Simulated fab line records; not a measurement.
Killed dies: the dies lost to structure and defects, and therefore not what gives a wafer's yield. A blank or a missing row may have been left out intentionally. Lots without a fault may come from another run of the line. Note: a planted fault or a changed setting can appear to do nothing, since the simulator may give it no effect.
fab line records	flow nand-harc
[record] lots = 24	wafers = 72	last-day = 25
route steps=1159 shown A_STAIRCASE@588
lots with no fault: from the same line, run without faults
start-h: hours from the record's first day to the start of the lot's first wafer shown	wait-h: hours from the lot's prior step to this one	" unchanged from the row above	L1.1+2: one row covering several wafers at once	- value missing, or start not given	* or withheld: withheld	< > ~ a bound
route shown NAME@n: names a module that has steps shown in the file, with the first one's number in the route	usual: mean and standard deviation over wafers with no fault	same: alike in all rows	chamber/n: place in a boat	sites: per-site readings	_std_site: the standard deviation of these	_edge_site: outer sites' mean less inner sites'	radius-mm: how far each site lies from the wafer's centre	mask NAME#n: copy n	behind: the tool/chamber that last shaped the wafer	hold: why the lot was held/for how many hours/how that ended	device: the transistor (n, p or np) that didn't switch	end of line: tests of these same wafers at the route's end	a step given without rows: its recipe and nothing more	killed: not the wafer's yield, but the dies lost to structure and defects at the first sort	map: dies across one wafer; x = killed, . = not, _ = none there
set.NAME: the setting that was run; set.NAME@STEP: the one run at that earlier step	model.NAME: the simulator's own value behind a step, which no gauge read
steps of the route over a sample of lots; a table a step, a row a wafer
services: when a tool's chamber went out of use (start-h, in hours from the record's first day, below 0 if earlier), for how many hours, and the reason
[[steps]]
[step NHARC_A_STAIRCASE_ETCH_194]
[recipe] target-depth-a = 1000	time-s = 40.5	ion-energy-ev = 400	c4f8-flow-sccm = 20	o2-flow-sccm = 10	ar-flow-sccm = withheld	rf-w = 600	bias-w = 1000	chemistry = C4F8/O2
[usual] oes-product-au = 0.938/0.014	rf-vpp-V = 894/4.9
lot.wafer	tool	chamber	start-h	wait-h	oes-product-au	rf-hours-counter-h	rf-vpp-V
L074.2	rie-diel-13	0	-	-	0.927	47	897
L074.1	"	3	"	"	0.941	41	888
L074.6	"	0	"	"	0.919	-	894
L075.2	rie-diel-03	1	-	-	0.921	10	893
L075.4	"	3	"	"	0.914	10	902
L075.5	"	0	"	"	0.939	-	892
L076.1	rie-diel-04	3	-	-	0.954	47	887
L076.3	"	1	"	"	0.955	49	896
L076.6	"	3	"	"	0.955	-	889
L077.4	rie-diel-03	0	-	-	0.953	10	891
L077.2	"	1	"	"	0.943	11	893
L077.6	"	0	"	"	0.950	-	892
L078.1	rie-diel-04	3	-	-	0.952	50	889
L078.4	"	0	"	"	0.938	51	899
L078.2	"	1	"	"	0.945	52	896
L079.1	rie-diel-04	2	-	-	0.942	53	899
L079.3	"	0	"	"	0.936	54	899
L079.6	"	2	"	"	0.940	-	898
L081.4	rie-diel-04	3	-	-	0.952	54	889
L081.2	"	1	"	"	0.952	56	897
L081.5	"	3	"	"	0.958	-	890
L080.1	rie-diel-04	1	-	-	0.939	62	897
L080.5	"	2	"	"	0.944	-	899
L080.6	"	3	"	"	0.951	-	888
L082.1	rie-diel-03	3	-	-	0.926	27	899
L082.3	"	0	"	"	0.928	29	892
L082.4	"	2	"	"	0.941	25	887
L084.2	rie-diel-13	2	-	-	0.924	7	904
L084.1	"	3	"	"	0.985	7	887
L084.6	"	1	"	"	0.952	-	889
L083.2	rie-diel-03	2	-	-	0.933	26	887
L083.3	"	3	"	"	0.931	27	901
L083.4	"	0	"	"	0.946	30	892
L085.1	rie-diel-13	2	-	-	0.942	11	904
L085.5	"	0	"	"	0.925	-	896
L085.6	"	1	"	"	0.961	-	890
L086.1	rie-diel-03	0	-	-	0.935	39	893
L086.2	"	1	"	"	0.940	38	892
L086.4	"	3	"	"	0.920	35	900
L087.3	rie-diel-04	0	-	-	0.932	11	899
L087.4	"	1	"	"	0.936	14	896
L087.2	"	3	"	"	0.925	11	889
L088.4	rie-diel-04	2	-	-	0.930	12	896
L088.1	"	0	"	"	0.927	11	897
L088.3	"	1	"	"	0.924	14	896
L089.2	rie-diel-03	0	-	-	0.935	42	891
L089.4	"	1	"	"	0.936	40	893
L089.6	"	3	"	"	0.933	-	901
L091.3	rie-diel-04	1	-	-	0.928	17	894
L091.1	"	2	"	"	0.935	15	897
L091.5	"	0	"	"	0.929	-	897
L090.2	rie-diel-13	3	-	-	0.956	22	885
L090.1	"	2	"	"	0.908	21	905
L090.4	"	3	"	"	0.971	-	887
L092.4	rie-diel-04	2	-	-	0.953	16	898
L092.2	"	3	"	"	0.949	16	889
L092.5	"	2	"	"	0.936	-	898
L094.3	rie-diel-13	1	-	-	0.955	25	892
L094.1	"	2	"	"	0.941	31	902
L094.5	"	3	"	"	0.974	-	887
L093.3	rie-diel-03	1	-	-	0.922	51	893
L093.2	"	2	"	"	0.920	45	887
L093.5	"	1	"	"	0.920	-	893
L096.1	rie-diel-04	0	-	-	0.932	26	896
L096.6	"	3	"	"	0.945	-	888
L096.5	"	0	"	"	0.926	-	898
L095.1	rie-diel-04	3	-	-	0.933	26	889
L095.4	"	0	"	"	0.939	26	896
L095.6	"	1	"	"	0.936	-	895
L097.4	rie-diel-04	0	-	-	0.945	30	896
L097.2	"	1	"	"	0.942	33	895
L097.5	"	0	"	"	0.944	-	898
[step NHARC_A_STAIRCASE_ETCH_201]
[recipe] target-depth-a = 1000	time-s = 40.5	ion-energy-ev = 400	c4f8-flow-sccm = 20	o2-flow-sccm = 10	ar-flow-sccm = withheld	rf-w = 600	bias-w = 1000	chemistry = C4F8/O2
[usual] oes-product-au = 0.942/0.019	rf-vpp-V = 894/5.1
lot.wafer	tool	chamber	start-h	wait-h	oes-product-au	rf-hours-counter-h	rf-vpp-V
L074.1	rie-diel-13	3	-	-	0.933	41	888
L074.2	"	2	"	"	0.917	46	905
L074.6	"	0	"	"	0.910	-	896
L075.4	rie-diel-04	1	-	-	0.941	49	897
L075.2	"	0	"	"	0.953	48	897
L075.5	"	2	"	"	0.936	-	899
L076.3	rie-diel-04	3	-	-	0.958	48	889
L076.1	"	1	"	"	0.938	50	896
L076.6	"	3	"	"	0.955	-	889
L077.4	rie-diel-03	2	-	-	0.930	12	887
L077.2	"	3	"	"	0.942	11	900
L077.6	"	2	"	"	0.943	-	887
L078.2	rie-diel-04	3	-	-	0.952	50	889
L078.4	"	0	"	"	0.943	52	898
L078.1	"	1	"	"	0.957	52	896
L079.1	rie-diel-04	0	-	-	0.947	54	898
L079.3	"	2	"	"	0.949	53	898
L079.6	"	3	"	"	0.938	-	889
L081.2	rie-diel-04	1	276.43	-	0.964	56	897
L081.4	"	3	"	"	0.978	54	888
L081.5	"	2	"	"	0.972	-	898
L080.1	rie-diel-13	3	291.06	-	1.035	4	887
L080.5	"	2	"	"	0.975	-	905
L080.6	"	3	"	"	1.034	-	886
L082.3	rie-diel-03	1	-	-	0.934	28	893
L082.1	"	3	"	"	0.911	27	900
L082.4	"	0	"	"	0.955	30	892
L084.1	rie-diel-13	1	-	-	0.936	7	889
L084.2	"	0	"	"	0.921	7	895
L084.6	"	1	"	"	0.944	-	890
L083.4	rie-diel-13	0	-	-	0.918	7	894
L083.2	"	2	"	"	0.919	8	904
L083.3	"	3	"	"	0.952	8	887
L085.1	rie-diel-13	2	-	-	0.933	11	903
L085.5	"	3	"	"	0.970	-	888
L085.6	"	0	"	"	0.936	-	895
L086.2	rie-diel-13	0	-	-	0.919	19	896
L086.4	"	1	"	"	0.936	18	889
L086.1	"	2	"	"	0.926	19	905
L087.2	rie-diel-03	0	-	-	0.937	40	891
L087.4	"	1	"	"	0.932	39	892
L087.3	"	3	"	"	0.921	37	901
L088.3	rie-diel-04	0	-	-	0.943	11	900
L088.4	"	2	"	"	0.950	13	898
L088.1	"	3	"	"	0.954	12	889
L089.4	rie-diel-03	0	-	-	0.930	43	891
L089.2	"	1	"	"	0.940	41	892
L089.6	"	2	"	"	0.918	-	887
L091.1	rie-diel-03	3	-	-	0.942	39	901
L091.3	"	0	"	"	0.931	43	893
L091.5	"	1	"	"	0.932	-	892
L090.4	rie-diel-03	0	-	-	0.939	44	892
L090.2	"	1	"	"	0.943	42	892
L090.1	"	2	"	"	0.952	38	886
L092.4	rie-diel-04	2	-	-	0.927	17	898
L092.2	"	0	"	"	0.929	16	897
L092.5	"	1	"	"	0.931	-	896
L094.1	rie-diel-04	0	-	-	0.938	25	897
L094.3	"	1	"	"	0.948	29	896
L094.5	"	3	"	"	0.933	-	887
L093.2	rie-diel-03	1	-	-	0.944	51	891
L093.3	"	3	"	"	0.935	47	900
L093.5	"	2	"	"	0.941	-	887
L096.1	rie-diel-04	1	-	-	0.943	30	896
L096.6	"	2	"	"	0.937	-	898
L096.5	"	3	"	"	0.942	-	888
L095.1	rie-diel-03	2	-	-	0.930	48	887
L095.6	"	2	"	"	0.934	-	887
L095.4	"	3	"	"	0.928	-	900
L097.2	rie-diel-04	0	-	-	0.941	30	898
L097.4	"	2	"	"	0.938	32	896
L097.5	"	0	"	"	0.930	-	898
[step NHARC_A_STAIRCASE_TRIM_220]
[recipe] time-s = 211.2	o2-flow-sccm = 500	ar-flow-sccm = 0	bias-w = 0	chemistry = O2
[usual] drypump-motor-current-A = 5.8/0.52	oes-product-au = 0.996/0.013	rf-vpp-V = 57.8/0.92	showerhead-plenum-p-Torr = 3.49/0.15	throttle-valve-pct = 17.036/0.0097
lot.wafer	tool	chamber	start-h	wait-h	drypump-motor-current-A	oes-product-au	rf-hours-counter-h	rf-vpp-V	showerhead-plenum-p-Torr	throttle-valve-pct
L074.2	rie-diel-03	3	240.81	0.2	6.2	0.996	6	58.9	3.67	17.047
L074.1	"	0	"	"	6.1	1.020	6	57.3	3.42	17.051
L074.6	"	0	"	"	6.1	1.005	-	57.0	3.42	17.031
L075.2	rie-diel-13	2	253.63	0.1	5.2	0.999	50	57.7	3.78	17.036
L075.4	"	0	"	"	6.0	0.969	52	58.8	3.52	17.034
L075.5	"	2	"	"	5.2	1.009	-	57.6	3.78	17.042
L076.1	rie-diel-04	0	256.38	0.1	6.7	1.003	50	58.4	3.59	17.038
L076.3	"	3	"	"	5.6	1.012	48	57.6	3.34	17.052
L076.6	"	0	"	"	6.7	1.001	-	59.0	3.59	17.044
L077.2	rie-diel-13	1	257.27	0.1	5.8	0.995	56	58.5	3.38	17.039
L077.4	"	3	"	"	6.1	0.979	47	55.5	3.30	17.032
L077.6	"	1	"	"	5.8	0.993	-	58.5	3.38	17.009
L078.4	rie-diel-04	2	263.40	0.1	5.6	1.005	51	57.0	3.59	17.050
L078.2	"	3	"	"	5.6	1.017	51	56.4	3.34	17.026
L078.1	"	1	"	"	4.6	1.003	52	58.3	3.53	17.038
L079.3	rie-diel-13	2	271.90	0.1	5.2	1.012	55	58.6	3.78	17.051
L079.1	"	3	"	"	6.1	1.001	51	56.7	3.30	17.035
L079.6	"	2	"	"	5.2	1.016	-	57.8	3.78	17.040
L081.2	rie-diel-04	2	280.58	0.1	5.6	0.981	57	56.6	3.58	17.032
L081.4	"	3	"	"	5.6	1.011	58	58.4	3.33	17.033
L081.5	"	3	"	"	5.6	1.010	-	58.5	3.33	17.047
L080.1	rie-diel-03	1	293.26	0.2	6.4	0.989	24	57.2	3.42	17.050
L080.5	"	2	"	"	5.9	1.004	-	56.9	3.30	17.037
L080.6	"	3	"	"	6.2	0.995	-	59.2	3.66	17.044
L082.1	rie-diel-04	2	300.72	0.1	5.6	0.986	0	60.0	3.58	17.039
L082.3	"	2	"	"	5.6	0.998	-	56.6	3.58	17.022
L082.4	"	1	"	"	4.7	0.985	-	57.3	3.53	17.034
L084.2	rie-diel-03	2	300.95	0.1	5.9	0.993	26	57.4	3.30	17.029
L084.1	"	3	"	"	6.2	0.992	29	55.6	3.65	17.047
L084.6	"	1	"	"	6.4	0.991	-	58.4	3.42	17.034
L083.3	rie-diel-13	3	301.73	0.1	6.0	1.020	8	57.6	3.29	17.027
L083.4	"	0	"	"	5.9	0.992	8	56.4	3.51	17.033
L083.2	"	1	"	"	5.8	0.996	8	56.4	3.37	17.045
L085.1	rie-diel-04	3	310.45	0.1	5.6	0.992	2	57.8	3.33	17.027
L085.6	"	2	"	"	5.6	0.978	-	56.9	3.58	17.048
L085.5	"	3	"	"	5.6	0.989	-	58.4	3.33	17.028
L086.2	rie-diel-13	2	339.09	0.1	5.2	0.978	20	57.5	3.76	17.044
L086.1	"	0	"	"	5.9	0.986	19	59.0	3.50	17.041
L086.4	"	0	"	"	5.9	0.969	-	56.7	3.50	17.051
L088.1	rie-diel-04	2	339.59	0.1	5.6	0.995	14	57.8	3.57	17.024
L088.3	"	0	"	"	6.7	0.995	13	58.4	3.58	17.027
L088.4	"	1	"	"	4.6	0.994	16	58.3	3.52	17.053
L087.4	rie-diel-03	0	339.75	0.1	6.1	0.993	42	57.4	3.40	17.036
L087.2	"	1	"	"	6.4	0.999	40	58.3	3.42	17.057
L087.3	"	2	"	"	5.9	0.983	36	56.9	3.29	17.049
L089.2	rie-diel-03	0	343.33	0.1	6.1	0.996	44	57.8	3.40	17.034
L089.4	"	1	"	"	6.4	0.998	42	58.2	3.41	17.038
L089.6	"	3	"	"	6.2	1.002	-	57.9	3.65	17.044
L091.3	rie-diel-13	0	343.98	0.1	5.9	0.983	21	59.1	3.50	17.031
L091.1	"	2	"	"	5.2	0.984	22	59.0	3.76	17.029
L091.5	"	3	"	"	6.1	1.043	-	58.0	3.29	17.042
L090.1	rie-diel-04	2	344.47	0.1	5.6	0.990	17	58.5	3.57	17.035
L090.4	"	0	"	"	6.7	0.988	16	57.7	3.58	17.038
L090.2	"	1	"	"	4.7	0.998	18	58.3	3.52	17.044
L092.4	rie-diel-04	1	346.82	0.1	4.7	1.002	19	57.2	3.52	17.035
L092.2	"	2	"	"	5.6	0.994	17	58.1	3.57	17.040
L092.5	"	0	"	"	6.7	0.992	-	58.3	3.58	17.029
L094.3	rie-diel-03	2	374.08	0.1	5.9	1.007	46	57.3	3.29	17.021
L094.1	"	0	"	"	6.1	0.999	52	58.1	3.40	17.045
L094.5	"	0	"	"	6.1	1.004	-	58.1	3.40	17.035
L093.3	rie-diel-03	2	375.01	0.4	5.9	1.007	47	56.4	3.29	17.028
L093.2	"	3	"	"	6.1	1.002	47	57.7	3.64	17.038
L093.5	"	0	"	"	6.1	1.000	-	56.4	3.40	17.026
L096.1	rie-diel-04	2	377.47	0.1	5.6	0.991	29	58.0	3.57	17.020
L096.5	"	2	"	"	5.6	0.995	-	58.2	3.57	17.043
L096.6	"	3	"	"	5.6	1.006	-	57.1	3.31	17.036
L095.4	rie-diel-04	2	378.41	0.1	5.6	0.993	29	57.4	3.57	17.031
L095.1	"	3	"	"	5.6	1.001	28	56.4	3.31	17.033
L095.6	"	1	"	"	4.7	1.002	-	57.3	3.51	17.046
L097.4	rie-diel-13	2	389.32	0.1	5.1	0.988	36	58.7	3.75	17.014
L097.2	"	0	"	"	5.9	0.980	34	57.1	3.50	17.048
L097.5	"	1	"	"	5.8	0.996	-	58.1	3.36	17.038
[step NHARC_A_STAIRCASE_ETCH_225]
[recipe] target-depth-a = 1000	time-s = 40.5	ion-energy-ev = 400	c4f8-flow-sccm = 20	o2-flow-sccm = 10	ar-flow-sccm = withheld	rf-w = 600	bias-w = 1000	chemistry = C4F8/O2
[usual] oes-product-au = 0.941/0.014	rf-vpp-V = 894/5.2
lot.wafer	tool	chamber	start-h	wait-h	oes-product-au	rf-hours-counter-h	rf-vpp-V
L074.1	rie-diel-03	1	-	-	0.951	6	893
L074.2	"	2	"	"	0.947	7	887
L074.6	"	0	"	"	0.944	-	892
L075.4	rie-diel-13	2	-	-	0.938	50	905
L075.2	"	3	"	"	0.927	46	887
L075.5	"	2	"	"	0.951	-	906
L076.1	rie-diel-04	1	-	-	0.971	51	894
L076.3	"	2	"	"	0.975	50	898
L076.6	"	1	"	"	0.970	-	896
L077.2	rie-diel-13	0	-	-	0.907	53	895
L077.4	"	3	"	"	0.929	47	888
L077.6	"	1	"	"	0.922	-	892
L078.4	rie-diel-04	2	-	-	0.947	51	897
L078.1	"	3	"	"	0.965	51	890
L078.2	"	0	"	"	0.952	52	899
L079.3	rie-diel-13	0	-	-	0.935	57	896
L079.1	"	1	"	"	0.950	61	891
L079.6	"	0	"	"	0.927	-	896
L081.2	rie-diel-04	1	-	-	0.931	59	897
L081.4	"	1	"	"	0.938	-	895
L081.5	"	2	"	"	0.927	-	897
L080.1	rie-diel-03	1	-	-	0.934	24	891
L080.5	"	0	"	"	0.943	-	891
L080.6	"	1	"	"	0.933	-	891
L084.2	rie-diel-03	3	-	-	0.943	29	900
L084.1	"	1	"	"	0.939	29	893
L084.6	"	0	"	"	0.958	-	891
L082.1	rie-diel-04	1	-	-	0.940	1	896
L082.4	"	2	"	"	0.933	-	899
L082.3	"	1	"	"	0.942	-	894
L083.4	rie-diel-13	0	-	-	0.938	8	896
L083.2	"	1	"	"	0.956	8	889
L083.3	"	3	"	"	0.981	9	888
L085.1	rie-diel-04	2	-	-	0.946	3	897
L085.5	"	3	"	"	0.951	-	890
L085.6	"	0	"	"	0.932	-	897
L086.2	rie-diel-13	3	-	-	0.961	21	887
L086.1	"	0	"	"	0.922	20	896
L086.4	"	3	"	"	0.963	-	888
L088.1	rie-diel-04	0	-	-	0.935	14	897
L088.4	"	1	"	"	0.931	16	896
L088.3	"	3	"	"	0.952	14	889
L087.3	rie-diel-03	3	-	-	0.927	38	899
L087.2	"	0	"	"	0.937	42	891
L087.4	"	1	"	"	0.928	41	892
L089.2	rie-diel-03	1	-	-	0.932	42	892
L089.4	"	2	"	"	0.927	38	889
L089.6	"	3	"	"	0.952	-	900
L091.1	rie-diel-13	2	-	-	0.923	22	906
L091.3	"	0	"	"	0.920	22	895
L091.5	"	3	"	"	0.970	-	887
L090.2	rie-diel-04	3	-	-	0.952	17	889
L090.4	"	0	"	"	0.951	17	898
L090.1	"	1	"	"	0.941	19	897
L092.2	rie-diel-04	3	-	-	0.948	17	889
L092.4	"	0	"	"	0.945	17	898
L092.5	"	1	"	"	0.940	-	895
L094.1	rie-diel-03	2	-	-	0.940	47	887
L094.3	"	0	"	"	0.937	53	890
L094.5	"	3	"	"	0.933	-	900
L093.2	rie-diel-03	3	-	-	0.927	48	900
L093.3	"	0	"	"	0.931	54	893
L093.5	"	3	"	"	0.942	-	899
L096.1	rie-diel-04	0	-	-	0.960	27	898
L096.5	"	3	"	"	0.942	-	889
L096.6	"	0	"	"	0.958	-	899
L095.1	rie-diel-04	1	-	-	0.939	31	894
L095.4	"	2	"	"	0.923	30	897
L095.6	"	0	"	"	0.940	-	897
L097.2	rie-diel-13	2	-	-	0.928	37	904
L097.4	"	1	"	"	0.951	31	889
L097.5	"	3	"	"	0.955	-	888
[step NHARC_A_STAIRCASE_ETCH_230]
[recipe] target-depth-a = 1000	time-s = 40.5	ion-energy-ev = 400	c4f8-flow-sccm = 20	o2-flow-sccm = 10	ar-flow-sccm = withheld	rf-w = 600	bias-w = 1000	chemistry = C4F8/O2
[usual] oes-product-au = 0.946/0.018	rf-vpp-V = 894/4.7
lot.wafer	tool	chamber	start-h	wait-h	oes-product-au	rf-hours-counter-h	rf-vpp-V
L074.1	rie-diel-03	2	-	-	0.957	7	887
L074.2	"	3	"	"	0.942	7	901
L074.6	"	2	"	"	0.956	-	888
L075.4	rie-diel-04	3	-	-	0.950	48	890
L075.2	"	0	"	"	0.945	49	899
L075.5	"	2	"	"	0.938	-	899
L076.1	rie-diel-04	3	-	-	0.949	49	887
L076.3	"	0	"	"	0.946	50	898
L076.6	"	3	"	"	0.967	-	889
L077.2	rie-diel-13	0	-	-	0.917	53	895
L077.4	"	1	"	"	0.930	57	891
L077.6	"	0	"	"	0.910	-	894
L078.4	rie-diel-04	3	-	-	0.951	51	890
L078.2	"	1	"	"	0.953	53	896
L078.1	"	2	"	"	0.965	51	897
L079.1	rie-diel-04	3	-	-	0.952	53	889
L079.3	"	1	"	"	0.950	55	896
L079.6	"	3	"	"	0.952	-	888
L081.2	rie-diel-04	1	-	-	0.956	59	897
L081.4	"	3	"	"	0.967	-	890
L081.5	"	1	"	"	0.951	-	897
L080.1	rie-diel-03	1	-	-	0.938	25	892
L080.5	"	0	"	"	0.947	-	892
L080.6	"	1	"	"	0.939	-	891
L084.1	rie-diel-03	0	-	-	0.969	32	892
L084.2	"	3	"	"	0.928	29	901
L084.6	"	1	"	"	0.940	-	892
L082.4	rie-diel-03	0	-	-	0.960	32	890
L082.3	"	1	"	"	0.953	30	892
L082.1	"	2	"	"	0.940	27	886
L083.3	rie-diel-04	1	303.09	0.2	0.927	2	897
L083.2	"	3	"	"	0.997	0	888
L083.4	"	1	"	"	0.936	-	896
L085.1	rie-diel-13	2	-	-	0.912	12	906
L085.6	"	3	"	"	0.951	-	886
L085.5	"	0	"	"	0.914	-	894
L086.4	rie-diel-04	2	-	-	0.949	15	898
L086.1	"	3	"	"	0.939	15	888
L086.2	"	0	"	"	0.920	15	898
L088.3	rie-diel-04	0	-	-	0.929	15	897
L088.1	"	2	"	"	0.914	15	897
L088.4	"	3	"	"	0.929	15	888
L087.4	rie-diel-04	1	-	-	0.936	17	896
L087.3	"	2	"	"	0.934	15	898
L087.2	"	3	"	"	0.945	15	888
L089.4	rie-diel-03	1	-	-	0.953	42	890
L089.2	"	2	"	"	0.938	38	887
L089.6	"	1	"	"	0.949	-	893
L091.3	rie-diel-13	2	-	-	0.925	22	904
L091.1	"	3	"	"	0.978	23	888
L091.5	"	2	"	"	0.930	-	905
L090.1	rie-diel-03	0	-	-	0.981	45	891
L090.4	"	2	"	"	0.962	39	887
L090.2	"	3	"	"	0.953	40	899
L092.4	rie-diel-04	0	-	-	0.938	17	897
L092.2	"	2	"	"	0.939	18	897
L092.5	"	1	"	"	0.941	-	897
L094.1	rie-diel-04	0	-	-	0.920	27	897
L094.3	"	2	"	"	0.903	29	898
L094.5	"	3	"	"	0.926	-	887
L093.2	rie-diel-13	3	-	-	0.987	34	887
L093.3	"	0	"	"	0.949	32	894
L093.5	"	3	"	"	0.984	-	886
L096.1	rie-diel-04	3	-	-	0.940	28	888
L096.5	"	3	"	"	0.942	-	889
L096.6	"	0	"	"	0.937	-	897
L095.4	rie-diel-04	2	-	-	0.948	30	895
L095.1	"	3	"	"	0.951	29	888
L095.6	"	0	"	"	0.931	-	897
L097.4	rie-diel-04	0	-	-	0.964	32	897
L097.2	"	3	"	"	0.973	32	888
L097.5	"	1	"	"	0.954	-	896
[step NHARC_A_STAIRCASE_ETCH_294]
[recipe] target-depth-a = 49920	time-s = 1212.4	ion-energy-ev = 800	c4f8-flow-sccm = 80	o2-flow-sccm = 60	ar-flow-sccm = withheld	rf-w = 600	bias-w = 3000	chemistry = C4F8/O2/Ar
[usual] oes-product-au = 0.933/0.014	rf-vpp-V = 1823/10
lot.wafer	tool	chamber	start-h	wait-h	oes-product-au	rf-hours-counter-h	rf-vpp-V
L074.2	rie-diel-13	0	-	-	0.910	51	1825
L074.1	"	3	"	"	0.931	45	1809
L074.6	"	0	"	"	0.909	-	1827
L075.2	rie-diel-13	3	-	-	0.934	49	1810
L075.4	"	1	"	"	0.931	59	1815
L075.5	"	2	"	"	0.939	-	1846
L076.1	rie-diel-03	2	-	-	0.925	13	1811
L076.3	"	0	"	"	0.939	14	1816
L076.6	"	1	"	"	0.925	-	1819
L077.4	rie-diel-04	1	-	-	0.946	53	1826
L077.2	"	2	"	"	0.952	52	1832
L077.6	"	1	"	"	0.952	-	1826
L078.2	rie-diel-03	3	-	-	0.947	15	1836
L078.4	"	1	"	"	0.943	16	1820
L078.1	"	2	"	"	0.940	16	1810
L079.3	rie-diel-04	2	-	-	0.931	58	1832
L079.1	"	1	"	"	0.932	59	1828
L079.6	"	2	"	"	0.920	-	1833
L081.4	rie-diel-03	0	-	-	0.939	24	1817
L081.2	"	2	"	"	0.944	22	1809
L081.5	"	3	"	"	0.930	-	1837
L080.1	rie-diel-04	2	-	-	0.933	3	1830
L080.5	"	3	"	"	0.944	-	1813
L080.6	"	1	"	"	0.931	-	1826
L084.1	rie-diel-04	3	-	-	0.955	2	1811
L084.2	"	1	"	"	0.942	4	1828
L084.6	"	0	"	"	0.934	-	1831
L082.1	rie-diel-03	0	-	-	0.944	34	1818
L082.3	"	2	"	"	0.946	29	1809
L082.4	"	3	"	"	0.929	32	1836
L083.2	rie-diel-04	0	-	-	0.917	2	1832
L083.4	"	2	"	"	0.921	4	1831
L083.3	"	3	"	"	0.927	3	1812
L085.1	rie-diel-03	3	-	-	0.918	33	1835
L085.6	"	0	"	"	0.945	-	1818
L085.5	"	1	"	"	0.937	-	1819
L086.1	rie-diel-03	0	-	-	0.923	45	1816
L086.2	"	2	"	"	0.926	40	1810
L086.4	"	3	"	"	0.919	41	1836
L088.3	rie-diel-13	1	-	-	0.938	19	1815
L088.1	"	3	"	"	0.970	23	1809
L088.4	"	0	"	"	0.908	22	1824
L087.2	rie-diel-04	3	-	-	0.938	18	1812
L087.3	"	1	"	"	0.930	20	1827
L087.4	"	2	"	"	0.918	18	1830
L089.4	rie-diel-13	3	-	-	0.968	24	1809
L089.2	"	1	"	"	0.961	20	1813
L089.6	"	3	"	"	0.959	-	1810
L091.1	rie-diel-04	0	-	-	0.920	19	1830
L091.3	"	3	"	"	0.928	19	1811
L091.5	"	0	"	"	0.921	-	1831
L090.4	rie-diel-04	2	-	-	0.932	19	1832
L090.1	"	3	"	"	0.933	19	1811
L090.2	"	0	"	"	0.945	20	1830
L092.2	rie-diel-13	2	-	-	0.923	29	1845
L092.4	"	0	"	"	0.902	27	1825
L092.5	"	2	"	"	0.917	-	1843
L094.1	rie-diel-04	2	-	-	0.923	32	1829
L094.3	"	0	"	"	0.931	31	1831
L094.5	"	2	"	"	0.921	-	1828
L093.2	rie-diel-04	1	-	-	0.939	34	1826
L093.3	"	2	"	"	0.925	33	1829
L093.5	"	2	"	"	0.928	-	1828
L096.1	rie-diel-03	2	-	-	0.922	50	1808
L096.6	"	0	"	"	0.925	-	1818
L096.5	"	3	"	"	0.917	-	1835
L095.4	rie-diel-13	2	-	-	0.918	38	1844
L095.1	"	3	"	"	0.948	38	1807
L095.6	"	0	"	"	0.910	-	1825
L097.2	rie-diel-04	0	-	-	0.945	33	1830
L097.4	"	1	"	"	0.944	37	1827
L097.5	"	0	"	"	0.937	-	1829
[[services]]
tool	chamber	start-h	hours	kind
rie-diel-03	-	215.36	9.0	pm
rie-diel-04	0	220.54	-	clean
rie-diel-04	1	220.54	-	clean
rie-diel-04	2	220.54	-	clean
rie-diel-04	3	220.54	-	clean
rie-diel-04	0	245.05	-	clean
rie-diel-04	1	245.05	-	clean
rie-diel-04	2	245.05	-	clean
rie-diel-04	3	245.05	-	clean
rie-diel-04	0	269.55	-	clean
rie-diel-04	1	269.55	-	clean
rie-diel-04	2	269.55	-	clean
rie-diel-04	3	269.55	-	clean
rie-diel-13	-	276.36	9.0	pm
rie-diel-04	0	281.10	27.7	repair
rie-diel-04	3	289.98	12.9	repair
rie-diel-04	-	290.56	9.0	pm
rie-diel-04	1	290.56	9.0	vent-cycle
rie-diel-04	2	290.56	9.0	vent-cycle
rie-diel-04	1	299.56	-	clean
rie-diel-04	2	299.56	-	clean
rie-diel-03	1	373.11	22.4	repair
rie-diel-03	-	392.36	9.0	pm
rie-diel-04	-	398.54	0.6	repair
[[key]]
fault none
